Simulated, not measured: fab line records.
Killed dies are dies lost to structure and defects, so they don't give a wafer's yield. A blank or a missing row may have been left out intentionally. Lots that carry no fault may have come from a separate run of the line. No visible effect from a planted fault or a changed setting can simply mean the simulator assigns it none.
Code-filled problem report in 8D (eight disciplines) form :: flow n5 finfet :: the parts of the form that need people (team, actions taken, sign-off) are left out

## 1. WHAT IS WRONG
At N5_BEOL_M14_CMP_49, barrier field endpoint s averages 13.3 s over 2 wafers from 2 lots, while fault-free wafers read 11.3 s, standard deviation 0.33. That puts it +6.1 standard deviations away from the usual mean.
The step: polishes, stops on SiO2, t overpolish 5.2 s, target thk 560 nm.
Seen first at day 14 08:31 on cmp-03, wafer L131.1. At this step, 30 wafers from 11 lots have a number in the record. The rule behind "out" and "out of limits": a value lying over 4 standard deviations away from the usual mean. All remaining wafers that have a number are taken as sound.

## 2. WHAT IT IS, WHAT IT ISN'T
question: which readings at this step
is: barrier field endpoint s
is not: motor current A

question: which lots
is: L131, L133
is not: L122, L124, L126, L127, L129, L141, L142, L143, L144

question: which wafers of those lots
is: L131.1, L133.1
is not: L131.3, L131.4, L133.2

question: read on which tools
is: cmp-03
is not: cmp-01, cmp-02

question: when
is: from day 14 08:31
is not: up to then (15 sound wafers); but 13 sound wafers of L133, L141, L142, L143, L144 came after

## 3. SUSPECTS, AND WHAT RULES EACH OUT
Counting: a tool at a process step up to the reading stays a suspect if it ran every lot that is out. Sound lots after the first of them don't rule it out here, since some wafers of a struck lot are sound.
- pvd sputter-01 at N5_BEOL_M14_DEGAS_41 (time 60 s): kept. Every lot that is out went through it, the first being L131 (day 14 07:40); the last sound lot it ran before that was L129 (day 13 13:38).
- pvd sputter-01 at N5_BEOL_M14_SPUTTER_43 (material TaN, target thk 15 nm, time 24.19 s): kept. Every lot that is out went through it, the first being L131 (day 14 07:44); the last sound lot it ran before that was L129 (day 13 13:43).
- cmp-03 at N5_BEOL_M14_CMP_49 (polishes, stops on SiO2, t overpolish 5.2 s, target thk 560 nm): kept. Every lot that is out went through it, the first being L131 (day 14 08:31); the last sound lot it ran before that was L129 (day 13 14:50). On those wafers its own readings are out: barrier field endpoint s.
After the count, these remain: pvd sputter-01 at N5_BEOL_M14_DEGAS_41, pvd sputter-01 at N5_BEOL_M14_SPUTTER_43 and cmp-03 at N5_BEOL_M14_CMP_49.

## 4. THE CAUSE (what the simulator had put in)
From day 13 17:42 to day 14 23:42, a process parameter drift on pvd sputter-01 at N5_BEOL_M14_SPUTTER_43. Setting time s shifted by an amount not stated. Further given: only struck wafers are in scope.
Of the 3 suspects that counting leaves, this tool is one.

## 5. THE CHAIN OF EFFECTS, in route order
Rows list readings where the struck wafers' mean (over those with a number) sits beyond 3 standard deviations from the usual. Only readings whose record carries a usual standard deviation are examined. hours: median over the lots of the time between each lot's start at the first step of this table that gives one and its start at this step. sigmas: the change, counted in usual standard deviations.
hours: 0
step: N5_BEOL_M14_CMP_49
reading: barrier field endpoint s
usual: 11.3 s
on struck wafers: 13.3
change: +2.0
sigmas: +6.1
The process steps in it:
- N5_BEOL_M14_CMP_49: polishes, stops on SiO2, t overpolish 5.2 s, target thk 560 nm.

## 6. HOW IT WOULD HAVE BEEN CAUGHT EARLIER
The fault began at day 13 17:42; the first out-of-limits reading in this record came at day 14 08:31, 15 hours later.
No tool reading at N5_BEOL_M14_SPUTTER_43 that has a usual standard deviation in the record was out on any struck wafer, so an alarm limit of 4 standard deviations on those readings would not have fired.
Lots out: 2; of these, L133 started N5_BEOL_M14_SPUTTER_43 on pvd sputter-01 after day 14 08:31. Holding the tool at that time would have saved it.
